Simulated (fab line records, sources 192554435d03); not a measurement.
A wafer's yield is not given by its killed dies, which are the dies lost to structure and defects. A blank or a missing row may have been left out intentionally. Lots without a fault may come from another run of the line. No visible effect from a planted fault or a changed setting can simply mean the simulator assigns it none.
Matching of chambers ; flow n5Finfet ; 4 sister chambers for N5_SPACER0_ALD_08 on aldSin-02
The step deposits SiNx, target thk 2 nm. 4 wafers are shown with their chamber, then 8 later ones without.

== EACH WAFER AND ITS CHAMBER ==
wafer;chamber;heaterPowerW (W)
L718.2;0;658
L718.5;1;755
L717.1;2;713
L717.2;3;819

== WAFERS WHOSE CHAMBER IS MISSING ==
wafer;heaterPowerW (W)
L717.6;817
L723.2;668
L723.3;768
L723.4;794
L729.2;731
L729.5;825
L734.1;762
L734.5;810

== WHICH CHAMBER EACH ONE RAN IN ==
wafer;from the rows above;in truth
L717.6;3;3
L723.2;0;0
L723.3;1;1
L723.4;can't be placed: 3 or 1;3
L729.2;can't be placed: 2 or 1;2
L729.5;3;3
L734.1;1;1
L734.5;3;3
Placed correctly: 6 of 8. These rows do not allow placing 2 (true chamber among the candidates in 2). Number placed wrongly: 0.
How it was worked out, from the rows above alone: a wafer's distance from a chamber is the root of the sum, over the readings, of the square of ((its reading less the chamber's mean) divided by the reading's scatter). If the next closest chamber is less than 2 further off than the closest, the wafer can't be placed; otherwise it belongs to the closest. The mean given for a chamber averages the wafers shown for that chamber. The scatter: root of mean squared gap, hidden wafer to nearest shown wafer, with one shown wafer a chamber.
